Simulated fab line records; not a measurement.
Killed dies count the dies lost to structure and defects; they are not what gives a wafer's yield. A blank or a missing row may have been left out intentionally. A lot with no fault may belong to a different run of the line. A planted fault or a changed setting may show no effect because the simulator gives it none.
fab line records + flow n5Finfet
[record]
- lots = 5
- wafers = 15
- lastDay = 16
route steps=1938 shown DUMMY_GATE@216 BEOL_M4@1111 PASSIVATION@1936
lots that met no fault: from a run of the same line without faults
startH: hours from the record's first day to the start of the lot's first wafer shown + waitH: hours since the lot's step before + " as in the row above + L1.1+2: a row that stands for several wafers + - no value present, or no start provided + * or withheld: withheld + < > ~ a bound
route shown NAME@n: NAME is a module with steps in the file, n the number in the route of the first one + usual: average and standard deviation across the fault-free wafers + same: alike in all rows + chamber/n: place in a boat + sites: each site's reading + _std_site: the standard deviation of these + _edge_site: mean of outer sites minus mean of inner sites + radiusMm: how far each site lies from the wafer's centre + mask NAME#n: copy n + behind: the most recent tool/chamber to have shaped the wafer + hold: reason for holding the lot/hours on hold/outcome of the hold + device: whichever transistor did not switch (one of n, p or np) + end of line: tests run on the same wafers once the route is complete + a step without rows: its recipe alone + killed: not the wafer's yield, but the dies lost to structure and defects at the first sort + map: shows each die of a wafer: x if killed, . if not, _ if none is there
set.NAME: setting as actually run; set.NAME@STEP: the setting as run at that earlier step + model.NAME: the simulator's own value behind a step, which no gauge read
lots seen at some steps along the route; tables by step, rows by wafer
services: from which hour (startH, from the record's first day; less than 0 if before it) a tool's chamber was out of use, for how many hours, and why
[[steps]]
[step N5_DUMMY_GATE_PRECLEAN_46]
[recipe]
- chemistry = DIW
- timeS = 89.5
- tempC = 23
[step N5_DUMMY_GATE_SRD_47]
[recipe]
- dryTimeS = 32
- dry = n2Spin
- spinRpm = 1500
[step N5_DUMMY_GATE_CMP_04]
[recipe]
- material = a-Si
- postCmpClean = alkalineBrush
[usual]
- motorCurrentA = 9.9/1.3
- padLifeWafers = 1262/490
- timeToEndpointS = 13.7/2.5
| lot.wafer | tool   | chamber | startH | waitH | motorCurrentA | padLifeWafers | timeToEndpointS |
|-----------|--------|---------|--------|-------|---------------|---------------|-----------------|
| L285.1    | cmp-03 | 2       | 49.39  | 0.0   | 10.3          | 1206          | 16.1            |
| L285.6    | "      | 2       | "      | "     | 10.5          | -             | 14.4            |
| L285.5    | "      | 3       | "      | "     | 9.1           | -             | 18.1            |
| L289.4    | cmp-03 | 1       | 72.21  | 0.0   | 8.8           | 1350          | 17.5            |
| L289.1    | "      | 3       | "      | "     | 8.9           | 1352          | 17.9            |
| L289.6    | "      | 2       | "      | "     | 10.3          | -             | 16.8            |
| L300.1    | cmp-01 | 3       | 140.65 | 0.0   | 8.6           | 1770          | 15.4            |
| L300.4    | "      | 2       | "      | "     | 14.3          | 1773          | 14.1            |
| L300.5    | "      | 3       | "      | "     | 9.2           | -             | 17.8            |
| L302.2    | cmp-03 | 1       | 152.75 | 0.0   | 8.5           | 1944          | 14.0            |
| L302.4    | "      | 0       | "      | "     | 10.3          | 1947          | 15.5            |
| L302.5    | "      | 1       | "      | "     | 8.9           | -             | 17.2            |
| L304.4    | cmp-02 | 3       | 162.02 | 0.1   | 9.3           | 931           | 10.4            |
| L304.3    | "      | 1       | "      | "     | 8.8           | 933           | 10.9            |
| L304.5    | "      | 3       | "      | "     | 8.7           | -             | 11.9            |
[step N5_DUMMY_GATE_THK_MEAS_05]
[usual]
- thkNm = 72.0/1.3
| lot.wafer | tool         | chamber | startH | waitH | thkNm |
|-----------|--------------|---------|--------|-------|-------|
| L285.1    | filmMetro-02 | -       | 49.63  | 0.2   | 72.8  |
| L285.5    | "            | -       | "      | "     | 74.5  |
| L285.6    | "            | -       | "      | "     | 73.0  |
| L289.1    | filmMetro-02 | -       | 72.45  | 0.1   | 72.6  |
| L289.4    | "            | -       | "      | "     | 73.0  |
| L289.6    | "            | -       | "      | "     | 73.0  |
| L300.1    | filmMetro-01 | -       | 140.89 | 0.2   | 72.5  |
| L300.4    | "            | -       | "      | "     | 72.1  |
| L300.5    | "            | -       | "      | "     | 71.8  |
| L302.2    | filmMetro-02 | -       | 152.99 | 0.2   | 71.1  |
| L302.4    | "            | -       | "      | "     | 71.4  |
| L302.5    | "            | -       | "      | "     | 72.4  |
| L304.3    | filmMetro-02 | -       | 162.23 | 0.1   | 73.0  |
| L304.4    | "            | -       | "      | "     | 71.2  |
| L304.5    | "            | -       | "      | "     | 72.3  |
[step N5_DUMMY_GATE_HM_DEP_06]
[recipe]
- material = SiNx
- targetThkA = 800
- precursor = DCS/NH3
- tempC = 700
- pressureMtorr = 300
- timeS = 5141
[step N5_DUMMY_GATE_PECVD_30]
[recipe]
- material = SiO2
- targetThkA = 550
- tempC = 400
- precursor = TEOS/O2
- pressureTorr = 6.5
- rfW = withheld
- teosFlowSccm = withheld
- gas = O2
- flowSccm = 2650
- timeS = 10.8
[step N5_DUMMY_GATE_COAT_34]
[recipe]
- resist = SOC
- tempC = 250
- timeS = 60
- spinRpm = 1500
- resistThkNm = 60
[step N5_DUMMY_GATE_COAT_35]
[recipe]
- resist = SiARC
- tempC = 220
- timeS = 60
- spinRpm = 1500
- resistThkNm = 10
[step N5_DUMMY_GATE_COAT_28]
[recipe]
- resist = underlayer
- tempC = 205
- timeS = 60
- spinRpm = 1500
- resistThkNm = 10
[step N5_DUMMY_GATE_COAT_09]
[recipe]
- resist = CAR-EUV
- spinRpm = 1500
- resistThkNm = 30
[step N5_DUMMY_GATE_EBR_11]
[recipe]
- solvent = PGMEA
- ebrWidthMm = 1.5
[step N5_DUMMY_GATE_SOFTBAKE_10]
[recipe]
- tempC = 110
- timeS = 60
- resist = CAR-EUV
[step N5_DUMMY_GATE_EXPOSE_12]
[recipe]
- maskId = GATE
- na = 0.33
- sourceShape = annular
- sigmaInner = 0.2
- sigmaOuter = 0.6
- polarization = unpolarized
- targetCdNm = 25
- doseMj = 34
| lot.wafer  | tool          | chamber | startH | waitH | mask   |
|------------|---------------|---------|--------|-------|--------|
| L285.1+5+6 | euvScanner-02 | 0       | 53.79  | -     | GATE#0 |
| L289.1+4+6 | euvScanner-01 | 0       | 76.61  | -     | GATE#0 |
| L300.1+4+5 | euvScanner-02 | 0       | 145.20 | -     | GATE#0 |
| L302.2+4+5 | euvScanner-01 | 0       | 157.29 | -     | GATE#0 |
| L304.3+4+5 | euvScanner-02 | 0       | 166.53 | -     | GATE#0 |
[step N5_DUMMY_GATE_PEB_13]
[recipe]
- pebTempC = 100
- pebTimeS = 60
- resist = CAR-EUV
[step N5_DUMMY_GATE_DEVELOP_14]
[recipe]
- developTimeS = 30
- developer = TMAH
- resist = CAR-EUV
- rinseLiquid = surfactantRinse
- dry = airSpin
- devTempC = 23
[step N5_DUMMY_GATE_CD_MEAS_15]
[recipe]
- targetCdNm = 25.8
- landingEnergyEv = 500
- detector = seInlens
[usual]
- cdNm = 24.96/0.24
| lot.wafer | tool     | chamber | startH | waitH | cdNm  |
|-----------|----------|---------|--------|-------|-------|
| L285.1    | cdSem-02 | 0       | 53.92  | -     | 24.67 |
| L285.5    | "        | 0       | "      | "     | 25.33 |
| L285.6    | "        | 0       | "      | "     | 24.76 |
| L289.1    | cdSem-03 | 0       | 76.74  | -     | 25.49 |
| L289.4    | "        | 0       | "      | "     | 24.89 |
| L289.6    | "        | 0       | "      | "     | 25.30 |
| L300.1    | cdSem-02 | 0       | 145.32 | -     | 25.22 |
| L300.4    | "        | 0       | "      | "     | 24.91 |
| L300.5    | "        | 0       | "      | "     | 25.07 |
| L302.2    | cdSem-01 | 0       | 157.41 | -     | 24.76 |
| L302.4    | "        | 0       | "      | "     | 24.83 |
| L302.5    | "        | 0       | "      | "     | 25.05 |
| L304.3    | cdSem-03 | 0       | 166.65 | -     | 24.60 |
| L304.4    | "        | 0       | "      | "     | 24.89 |
| L304.5    | "        | 0       | "      | "     | 24.43 |
[step N5_DUMMY_GATE_OVL_MEAS_16]
[recipe]
- pointsPerWafer = 522
[usual]
- GATE_OVL = -0.2/0.58
[same]
- pointsPerWafer = 522
| lot.wafer | tool       | chamber | startH | waitH | GATE_OVL[nm] |
|-----------|------------|---------|--------|-------|--------------|
| L285.1    | overlay-02 | 0       | 53.96  | 0.0   | -0.9         |
| L285.5    | "          | 0       | "      | "     | -0.4         |
| L285.6    | "          | 0       | "      | "     | -0.1         |
| L289.1    | overlay-02 | 0       | 76.78  | 0.0   | -0.1         |
| L289.4    | "          | 0       | "      | "     | -1.3         |
| L289.6    | "          | 0       | "      | "     | -0.1         |
| L300.1    | overlay-02 | 0       | 145.36 | 0.0   | -0.1         |
| L300.4    | "          | 0       | "      | "     | -0.4         |
| L300.5    | "          | 0       | "      | "     | -0.2         |
| L302.2    | overlay-02 | 0       | 157.45 | 0.0   | 0.5          |
| L302.4    | "          | 0       | "      | "     | -0.6         |
| L302.5    | "          | 0       | "      | "     | -0.1         |
| L304.3    | overlay-01 | 0       | 166.70 | 0.0   | -0.7         |
| L304.4    | "          | 0       | "      | "     | 0.0          |
| L304.5    | "          | 0       | "      | "     | 0.5          |
[step N5_DUMMY_GATE_INSPECT_17]
[recipe]
- mode = adi
- inspectInstrument = brightfield
[usual]
- rawDefectCount = 195/48
| lot.wafer | tool             | chamber | startH | waitH | rawDefectCount |
|-----------|------------------|---------|--------|-------|----------------|
| L285.1    | defectInspect-02 | -       | 54.02  | 0.1   | 155            |
| L285.5    | "                | -       | "      | "     | 181            |
| L285.6    | "                | -       | "      | "     | 156            |
| L289.1    | defectInspect-02 | -       | 76.84  | 0.1   | 148            |
| L289.4    | "                | -       | "      | "     | 120            |
| L289.6    | "                | -       | "      | "     | 98             |
| L300.1    | defectInspect-01 | -       | 145.42 | 0.1   | 191            |
| L300.4    | "                | -       | "      | "     | 156            |
| L300.5    | "                | -       | "      | "     | 221            |
| L302.2    | defectInspect-02 | -       | 157.51 | 0.0   | 178            |
| L302.4    | "                | -       | "      | "     | 164            |
| L302.5    | "                | -       | "      | "     | 215            |
| L304.3    | defectInspect-02 | -       | 166.74 | 0.0   | 167            |
| L304.4    | "                | -       | "      | "     | 182            |
| L304.5    | "                | -       | "      | "     | 157            |
[step N5_DUMMY_GATE_DESCUM_20]
[recipe]
- chemistry = O2
- timeS = 6.2
- sourcePowerW = 50
- biasPowerW = 20
- pressureMtorr = 20
- rfFrequencyHz = 2.712e+07
- tempC = 40
- resist = CAR-EUV
- o2FlowSccm = 225
[usual]
- drypumpMotorCurrentA = 5.6/0.53
- oesProductAu = 0.76/0.081
- rfVppV = 242.8/1.5
- showerheadPlenumPTorr = 2.07/0.073
- tempC = 40.02/0.1
- throttleValvePct = 20.36/0.27
| lot.wafer | tool       | chamber | startH | waitH | drypumpMotorCurrentA | oesProductAu | rfHoursCounterH | rfVppV | showerheadPlenumPTorr | tempC | throttleValvePct |
|-----------|------------|---------|--------|-------|----------------------|--------------|-----------------|--------|-----------------------|-------|------------------|
| L285.1    | rieDiel-03 | 1       | 54.05  | 0.0   | 4.9                  | 0.97         | 3               | 245.0  | 2.23                  | 40.07 | 20.56            |
| L285.5    | "          | 1       | "      | "     | 4.9                  | 0.98         | -               | 245.4  | 2.23                  | 40.14 | 20.55            |
| L285.6    | "          | 0       | "      | "     | 5.7                  | 0.71         | -               | 242.6  | 2.08                  | 39.98 | 20.63            |
| L289.1    | rieDiel-05 | 3       | 76.90  | 0.1   | 5.0                  | 0.70         | 217             | 243.3  | 2.05                  | 40.10 | 19.98            |
| L289.4    | "          | 0       | "      | "     | 5.5                  | 0.97         | 9               | 244.7  | 2.13                  | 39.99 | 19.78            |
| L289.6    | "          | 0       | "      | "     | 5.5                  | 0.96         | -               | 243.1  | 2.14                  | 39.92 | 19.78            |
| L300.1    | rieDiel-03 | 0       | 145.46 | 0.0   | 5.7                  | 0.69         | 232             | 242.6  | 2.07                  | 39.97 | 20.68            |
| L300.4    | "          | 2       | "      | "     | 6.6                  | 0.76         | 143             | 243.8  | 2.20                  | 39.96 | 20.39            |
| L300.5    | "          | 1       | "      | "     | 4.9                  | 0.89         | -               | 246.0  | 2.21                  | 40.03 | 20.59            |
| L302.2    | rieDiel-03 | 0       | 157.69 | 0.2   | 5.6                  | 0.69         | 236             | 243.6  | 2.07                  | 40.05 | 20.68            |
| L302.4    | "          | 2       | "      | "     | 6.6                  | 0.77         | 147             | 244.9  | 2.19                  | 40.03 | 20.40            |
| L302.5    | "          | 1       | "      | "     | 4.9                  | 0.89         | -               | 245.2  | 2.21                  | 40.05 | 20.59            |
| L304.3    | rieDiel-05 | 3       | 166.78 | 0.0   | 5.0                  | 0.68         | 246             | 243.4  | 2.04                  | 40.19 | 20.03            |
| L304.4    | "          | 1       | "      | "     | 5.8                  | 0.70         | 234             | 241.1  | 1.98                  | 39.97 | 20.42            |
| L304.5    | "          | 2       | "      | "     | 5.7                  | 0.67         | -               | 244.0  | 2.15                  | 40.32 | 20.08            |
[step N5_DUMMY_GATE_ETCH_29]
[recipe]
- chemistry = N2/H2
- target = underlayer
- targetDepthA = 130
- ionEnergyEv = 200
- pressureMtorr = 30
- sourceW = 840
- biasW = 150
- n2FlowSccm = 200
- h2FlowSccm = 200
[usual]
- drypumpMotorCurrentA = 5.6/0.53
- oesProductAu = 0.76/0.077
- rfVppV = 523.2/2.7
- showerheadPlenumPTorr = 2.51/0.087
- throttleValvePct = 17.8/0.32
| lot.wafer | tool       | chamber | startH | waitH | drypumpMotorCurrentA | oesProductAu | rfHoursCounterH | rfVppV | showerheadPlenumPTorr | throttleValvePct |
|-----------|------------|---------|--------|-------|----------------------|--------------|-----------------|--------|-----------------------|------------------|
| L285.1    | rieDiel-03 | 1       | 54.12  | 0.0   | 4.9                  | 0.96         | 3               | 529.5  | 2.72                  | 18.1             |
| L285.5    | "          | 1       | "      | "     | 4.9                  | 0.96         | -               | 529.2  | 2.72                  | 18.1             |
| L285.6    | "          | 0       | "      | "     | 5.7                  | 0.72         | -               | 523.8  | 2.51                  | 18.0             |
| L289.1    | rieDiel-05 | 3       | 76.96  | 0.0   | 5.0                  | 0.72         | 217             | 523.0  | 2.51                  | 17.6             |
| L289.4    | "          | 0       | "      | "     | 5.5                  | 0.97         | 9               | 524.4  | 2.59                  | 17.1             |
| L289.6    | "          | 0       | "      | "     | 5.5                  | 0.97         | -               | 525.0  | 2.59                  | 17.1             |
| L300.1    | rieDiel-03 | 0       | 145.52 | 0.0   | 5.6                  | 0.71         | 232             | 522.4  | 2.50                  | 18.1             |
| L300.4    | "          | 2       | "      | "     | 6.6                  | 0.78         | 143             | 527.6  | 2.63                  | 17.6             |
| L300.5    | "          | 1       | "      | "     | 4.9                  | 0.88         | -               | 528.8  | 2.70                  | 18.2             |
| L302.2    | rieDiel-03 | 0       | 157.76 | 0.0   | 5.7                  | 0.70         | 236             | 523.2  | 2.49                  | 18.1             |
| L302.4    | "          | 2       | "      | "     | 6.6                  | 0.77         | 147             | 526.8  | 2.63                  | 17.6             |
| L302.5    | "          | 1       | "      | "     | 4.9                  | 0.88         | -               | 528.8  | 2.70                  | 18.2             |
| L304.3    | rieDiel-05 | 3       | 166.84 | 0.0   | 5.0                  | 0.69         | 246             | 522.9  | 2.49                  | 17.6             |
| L304.4    | "          | 1       | "      | "     | 5.8                  | 0.68         | 234             | 519.8  | 2.42                  | 18.1             |
| L304.5    | "          | 2       | "      | "     | 5.7                  | 0.67         | -               | 526.6  | 2.60                  | 17.5             |
[step N5_DUMMY_GATE_ETCH_36]
[recipe]
- chemistry = CF4
- target = SiARC
- targetDepthA = 130
- pressureMtorr = 40
- sourceW = 545
- biasW = 36
- Ar_flow_sccm = 100
- cf4FlowSccm = 100
- ionEnergyEv = 80
[usual]
- drypumpMotorCurrentA = 5.6/0.53
- oesProductAu = 0.76/0.079
- rfVppV = 184.0/1.2
- showerheadPlenumPTorr = 2.12/0.07
- throttleValvePct = 15.56/0.23
| lot.wafer | tool       | chamber | startH | waitH | drypumpMotorCurrentA | oesProductAu | rfHoursCounterH | rfVppV | showerheadPlenumPTorr | throttleValvePct |
|-----------|------------|---------|--------|-------|----------------------|--------------|-----------------|--------|-----------------------|------------------|
| L285.1    | rieDiel-03 | 1       | 54.16  | 0.0   | 4.9                  | 0.95         | 3               | 183.7  | 2.27                  | 15.64            |
| L285.5    | "          | 1       | "      | "     | 4.9                  | 0.96         | -               | 184.9  | 2.27                  | 15.64            |
| L285.6    | "          | 0       | "      | "     | 5.6                  | 0.72         | -               | 183.4  | 2.12                  | 15.77            |
| L289.1    | rieDiel-05 | 3       | 77.00  | 0.0   | 5.0                  | 0.72         | 217             | 183.3  | 2.11                  | 15.35            |
| L289.4    | "          | 0       | "      | "     | 5.5                  | 0.96         | 9               | 183.9  | 2.19                  | 15.01            |
| L289.6    | "          | 0       | "      | "     | 5.5                  | 0.97         | -               | 185.3  | 2.19                  | 15.01            |
| L300.1    | rieDiel-03 | 0       | 145.56 | 0.0   | 5.7                  | 0.70         | 232             | 183.1  | 2.11                  | 15.83            |
| L300.4    | "          | 2       | "      | "     | 6.6                  | 0.78         | 143             | 185.5  | 2.21                  | 15.49            |
| L300.5    | "          | 1       | "      | "     | 4.9                  | 0.89         | -               | 185.7  | 2.26                  | 15.69            |
| L302.2    | rieDiel-03 | 0       | 157.80 | 0.0   | 5.6                  | 0.69         | 236             | 185.4  | 2.11                  | 15.83            |
| L302.4    | "          | 2       | "      | "     | 6.6                  | 0.77         | 147             | 185.1  | 2.21                  | 15.50            |
| L302.5    | "          | 1       | "      | "     | 4.9                  | 0.89         | -               | 185.4  | 2.26                  | 15.69            |
| L304.3    | rieDiel-05 | 3       | 166.88 | 0.0   | 5.0                  | 0.69         | 246             | 184.0  | 2.10                  | 15.39            |
| L304.4    | "          | 1       | "      | "     | 5.8                  | 0.68         | 234             | 183.4  | 2.02                  | 15.55            |
| L304.5    | "          | 2       | "      | "     | 5.7                  | 0.67         | -               | 184.6  | 2.21                  | 15.46            |
[step N5_DUMMY_GATE_ETCH_37]
[recipe]
- chemistry = N2/H2
- target = SOC
- targetDepthA = 600
- overetchA = 300
- tempC = 40
- ionEnergyEv = 200
- pressureMtorr = 30
- sourceW = 840
- biasW = 150
- n2FlowSccm = 200
- h2FlowSccm = 200
[step N5_DUMMY_GATE_STRIP_38]
[recipe]
- chemistry = N2/H2
- tempC = 40
- n2FlowSccm = 200
- h2FlowSccm = 200
- rfFrequencyHz = 6e+07
[step N5_DUMMY_GATE_STRIP_39]
[recipe]
- chemistry = N2/H2
- tempC = 40
- n2FlowSccm = 200
- h2FlowSccm = 200
- rfFrequencyHz = 6e+07
[step N5_DUMMY_GATE_TRIM_49]
[recipe]
- chemistry = O2
- resist = SOC
- timeS = 29
- targetCdNm = 14
- sourcePowerW = 300
- biasPowerW = 0
- O2_flow_sccm = 100
- tempC = 20
[usual]
- drypumpMotorCurrentA = 5.8/0.39
- oesProductAu = 0.999/0.014
- tempC = 20.00/0.11
- throttleValvePct = 8.11/0.17
| lot.wafer | tool     | chamber | startH | waitH | drypumpMotorCurrentA | oesProductAu | rfHoursCounterH | tempC | throttleValvePct | model.DUMMY_GATE.cdNm |
|-----------|----------|---------|--------|-------|----------------------|--------------|-----------------|-------|------------------|-----------------------|
| L285.1    | rieSi-06 | 3       | 54.29  | 0.0   | 5.3                  | 0.983        | 4               | 20.02 | 8.03             | 14                    |
| L285.5    | "        | 3       | "      | "     | 5.3                  | 0.990        | -               | 19.95 | 8.03             | 14                    |
| L285.6    | "        | 0       | "      | "     | 6.1                  | 0.998        | -               | 20.29 | 8.01             | 14                    |
| L289.1    | rieSi-06 | 3       | 77.12  | 0.0   | 5.3                  | 0.987        | 4               | 19.98 | 8.03             | 14.2                  |
| L289.4    | "        | 0       | "      | "     | 6.1                  | 0.996        | 75              | 19.96 | 8.00             | 14.2                  |
| L289.6    | "        | 1       | "      | "     | 6.1                  | 0.997        | -               | 19.80 | 8.04             | 14.8                  |
| L300.1    | rieSi-05 | 0       | 145.68 | 0.0   | 5.8                  | 0.996        | 23              | 19.87 | 7.85             | 14                    |
| L300.4    | "        | 1       | "      | "     | 5.9                  | 1.015        | -               | 19.88 | 7.96             | 13.8                  |
| L300.5    | "        | 3       | "      | "     | 5.7                  | 0.976        | -               | 19.95 | 8.26             | 14                    |
| L302.2    | rieSi-05 | 0       | 157.92 | 0.0   | 5.8                  | 1.001        | 24              | 19.75 | 7.83             | 14                    |
| L302.4    | "        | 1       | "      | "     | 5.8                  | 1.018        | -               | 19.84 | 7.97             | 13.6                  |
| L302.5    | "        | 0       | "      | "     | 5.8                  | 0.999        | -               | 20.03 | 7.82             | 13.8                  |
| L304.3    | rieSi-05 | 1       | 167.00 | 0.0   | 5.8                  | 1.018        | 10              | 20.01 | 7.97             | 14                    |
| L304.4    | "        | 3       | "      | "     | 5.7                  | 0.981        | -               | 19.96 | 8.26             | 13.8                  |
| L304.5    | "        | 0       | "      | "     | 5.8                  | 0.999        | -               | 19.90 | 7.83             | 14                    |
[step N5_DUMMY_GATE_STRIP_40]
[recipe]
- chemistry = CF4
- resist = SiARC
- powerW = 300
- biasPowerW = 75
- pressureMtorr = 50
- cf4FlowSccm = 150
- rfFrequencyHz = 6e+07
[usual]
- drypumpMotorCurrentA = 5.6/0.55
- oesProductAu = 0.75/0.08
- rfVppV = 271.0/1.7
- showerheadPlenumPTorr = 1.78/0.061
- throttleValvePct = 13.56/0.23
| lot.wafer | tool       | chamber | startH | waitH | drypumpMotorCurrentA | oesProductAu | rfHoursCounterH | rfVppV | showerheadPlenumPTorr | throttleValvePct |
|-----------|------------|---------|--------|-------|----------------------|--------------|-----------------|--------|-----------------------|------------------|
| L285.1    | rieDiel-03 | 3       | 54.57  | 0.2   | 5.5                  | 0.70         | 218             | 270.5  | 1.78                  | 13.89            |
| L285.5    | "          | 3       | "      | "     | 5.4                  | 0.71         | -               | 268.7  | 1.78                  | 13.91            |
| L285.6    | "          | 2       | "      | "     | 6.6                  | 0.79         | -               | 272.0  | 1.85                  | 13.40            |
| L289.1    | rieDiel-05 | 3       | 77.22  | 0.1   | 5.0                  | 0.69         | 217             | 271.3  | 1.76                  | 13.35            |
| L289.4    | "          | 0       | "      | "     | 5.5                  | 0.95         | 9               | 272.5  | 1.83                  | 12.96            |
| L289.6    | "          | 3       | "      | "     | 5.0                  | 0.69         | -               | 269.9  | 1.76                  | 13.35            |
| L300.1    | rieDiel-05 | 0       | 145.78 | 0.1   | 5.5                  | 0.89         | 32              | 271.4  | 1.82                  | 13.03            |
| L300.4    | "          | 1       | "      | "     | 5.8                  | 0.70         | 227             | 268.3  | 1.69                  | 13.51            |
| L300.5    | "          | 0       | "      | "     | 5.5                  | 0.89         | -               | 269.9  | 1.82                  | 13.00            |
| L302.2    | rieDiel-03 | 0       | 158.01 | 0.1   | 5.7                  | 0.68         | 236             | 271.1  | 1.77                  | 13.86            |
| L302.4    | "          | 2       | "      | "     | 6.6                  | 0.77         | 147             | 271.1  | 1.85                  | 13.45            |
| L302.5    | "          | 2       | "      | "     | 6.6                  | 0.76         | -               | 270.9  | 1.85                  | 13.47            |
| L304.3    | rieDiel-04 | 2       | 167.10 | 0.1   | 6.3                  | 0.70         | 214             | 270.5  | 1.78                  | 13.95            |
| L304.4    | "          | 0       | "      | "     | 5.1                  | 0.70         | 205             | 269.1  | 1.71                  | 13.57            |
| L304.5    | "          | 0       | "      | "     | 5.1                  | 0.69         | -               | 270.9  | 1.71                  | 13.55            |
[step N5_BEOL_M4_RC_MEAS_101]
[usual]
- DIBL_N = 36.1/1.5
- DIBL_P = 36.1/1.9
- IOFF_N = 0.159/0.029
- IOFF_P = 0.21/0.038
- ION_N = 675/11
- ION_P = 464/8.1
- SS_N = 71.5/0.57
- SS_P = 73.3/0.64
- VT_N = 249/3.1
- VT_P = -250/3.8
| lot.wafer | tool      | chamber | startH | waitH | DIBL_N[mV/V] | DIBL_P[mV/V] | IOFF_N[nA/um] | IOFF_P[nA/um] | ION_N[uA/um] | ION_P[uA/um] | SS_N[mV/dec] | SS_P[mV/dec] | VT_N[mV] | VT_P[mV] |
|-----------|-----------|---------|--------|-------|--------------|--------------|---------------|---------------|--------------|--------------|--------------|--------------|----------|----------|
| L285.1    | prober-01 | 0       | 174.19 | 0.0   | 35.8         | 35.8         | 0.143         | 0.20          | 676          | 465          | 71.2         | 73.3         | 251      | -251     |
| L285.5    | "         | 0       | "      | "     | 37.5         | 36.9         | 0.170         | 0.21          | 684          | 459          | 71.5         | 73.2         | 248      | -253     |
| L285.6    | "         | 0       | "      | "     | 38.0         | 36.7         | 0.179         | 0.21          | 668          | 460          | 72.0         | 73.5         | 248      | -250     |
| L289.1    | prober-01 | 0       | 194.50 | 0.0   | 34.2         | 33.8         | 0.128         | 0.17          | 677          | 464          | 70.9         | 72.9         | 250      | -252     |
| L289.4    | "         | 0       | "      | "     | 34.7         | 34.0         | 0.129         | 0.18          | 661          | 452          | 71.6         | 72.4         | 253      | -252     |
| L289.6    | "         | 0       | "      | "     | 34.5         | 35.0         | 0.151         | 0.21          | 686          | 471          | 71.1         | 73.0         | 251      | -249     |
| L300.1    | prober-01 | 0       | 266.33 | 0.0   | 34.7         | 34.6         | 0.135         | 0.19          | 668          | 461          | 70.5         | 72.9         | 250      | -252     |
| L300.4    | "         | 0       | "      | "     | 34.4         | 33.9         | 0.128         | 0.19          | 657          | 456          | 70.9         | 73.0         | 254      | -251     |
| L300.5    | "         | 0       | "      | "     | 34.4         | 33.8         | 0.129         | 0.19          | 667          | 463          | 70.5         | 72.4         | 254      | -251     |
| L302.2    | prober-01 | 0       | 274.21 | 0.2   | 34.7         | 36.8         | 0.152         | 0.21          | 679          | 465          | 71.5         | 73.2         | 249      | -249     |
| L302.4    | "         | 0       | "      | "     | 37.4         | 40.7         | 0.218         | 0.29          | 696          | 479          | 72.7         | 74.3         | 245      | -247     |
| L302.5    | "         | 0       | "      | "     | 35.5         | 37.2         | 0.162         | 0.22          | 684          | 468          | 71.3         | 72.6         | 248      | -247     |
| L304.3    | prober-01 | 0       | 281.61 | 0.3   | 36.0         | 36.2         | 0.162         | 0.25          | 686          | 475          | 71.7         | 72.9         | 249      | -242     |
| L304.4    | "         | 0       | "      | "     | 34.5         | 34.2         | 0.131         | 0.21          | 674          | 467          | 71.0         | 71.9         | 248      | -245     |
| L304.5    | "         | 0       | "      | "     | 35.5         | 35.1         | 0.150         | 0.23          | 684          | 477          | 72.2         | 73.2         | 251      | -246     |
[step N5_PASSIVATION_PROBE_49]
[usual]
- defectLimitedYield = 91.5/1.6
- killed_at_M0_to_M3 = 33/10
- killed_at_M4_up = 13/5.6
- killedAtContacts = 13/6
- killedAtFrontEnd = 39/12
- killedAtOther = 3.0/2.8
- killedDies = 101/19
- killedOpen = 65/13
- killedShort = 32/8.3
- sort_bin_5_function = 5.0/1
- sort_bin_6_memory = 3.1/0.69
- sortNPass = 1079/19
- sortYieldPct = 91.5/1.6
[same]
- grossDies = 1180
- killedAtBackSide = 0
- sort_bin_4_leakage[%] = 0
- sort_bin_8_speed[%] = 0
| lot.wafer | tool      | chamber | startH | waitH | defectLimitedYield[%] | killed_at_M0_to_M3 | killed_at_M4_up | killedAtContacts | killedAtFrontEnd | killedAtOther | killedDies | killedOpen | killedShort | sort_bin_5_function[%] | sort_bin_6_memory[%] | sortNPass | sortYieldPct[%] |
|-----------|-----------|---------|--------|-------|-----------------------|--------------------|-----------------|------------------|------------------|---------------|------------|------------|-------------|------------------------|----------------------|-----------|-----------------|
| L300.5    | prober-02 | -       | 364.03 | 0.2   | 91.9                  | 28                 | 6               | 18               | 43               | 1             | 96         | 65         | 24          | 4.7                    | 2.8                  | 1084      | 91.9            |
// killed by level:class
L300.5 MOL_CONTACT_COAG:geometricParticle:open=15 BEOL_M2:geometricParticle:open=9 DUMMY_GATE:geometricParticle:open=6 HKMG_FIN:areaEtch=6 FIN_SAQP:geometricParticle:short=5 BEOL_M3:geometricParticle:open=5 BEOL_M1:geometricParticle:short=5 FIN_SAQP:geometricParticle:open=4
[[services]]
| tool          | chamber | startH | hours | kind   |
|---------------|---------|--------|-------|--------|
| cmp-03        | -       | 25.90  | 21.7  | repair |
| rieDiel-04    | 3       | 27.16  | 7.9   | repair |
| cmp-02        | -       | 39.02  | 5.2   | pm     |
| euvScanner-01 | -       | 40.79  | 1.0   | pm     |
| cmp-02        | -       | 51.56  | 4.0   | pm     |
| euvScanner-01 | -       | 52.68  | 4.6   | pm     |
| rieDiel-04    | 1       | 53.11  | 2.4   | repair |
| euvScanner-01 | -       | 57.72  | 0.5   | repair |
| cmp-03        | -       | 60.99  | 8.4   | pm     |
| euvScanner-02 | -       | 69.13  | 1.0   | pm     |
| euvScanner-02 | -       | 75.12  | 4.6   | pm     |
| cmp-02        | -       | 94.81  | 4.1   | repair |
| euvScanner-01 | -       | 96.94  | 1.0   | pm     |
| cmp-03        | -       | 105.88 | 3.7   | pm     |
| euvScanner-02 | -       | 109.32 | 1.3   | repair |
| rieSi-06      | 3       | 118.00 | 4.1   | repair |
| euvScanner-02 | -       | 125.28 | 1.0   | pm     |
| cmp-03        | -       | 133.43 | 6.7   | pm     |
| rieSi-05      | 2       | 142.00 | 35.5  | repair |
| euvScanner-01 | -       | 144.57 | 1.2   | repair |
| rieSi-06      | 3       | 146.01 | 1.5   | repair |
| rieSi-05      | -       | 149.31 | 2.8   | pm     |
| euvScanner-01 | -       | 153.09 | 1.0   | pm     |
| cmp-01        | -       | 160.58 | 1.5   | repair |
[[key]]
firstSign none at tools or gauges
[modelEffect]
- step = N5_DUMMY_GATE_TRIM_49
- value = DUMMY_GATE.cdNm
- without = 14.6
- struck = 14.2
metAt N5_DUMMY_GATE_EXPOSE_12
struckWafers L289.4
[fault]
- kind = processParameterDrift
- tool = euvScanner-01
- chamber = -
- onsetH = 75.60
- steps = N5_DUMMY_GATE_EXPOSE_12
- channel = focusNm
- offset = 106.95
- shape = step
- endH = 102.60
- scope = struckWafersOnly
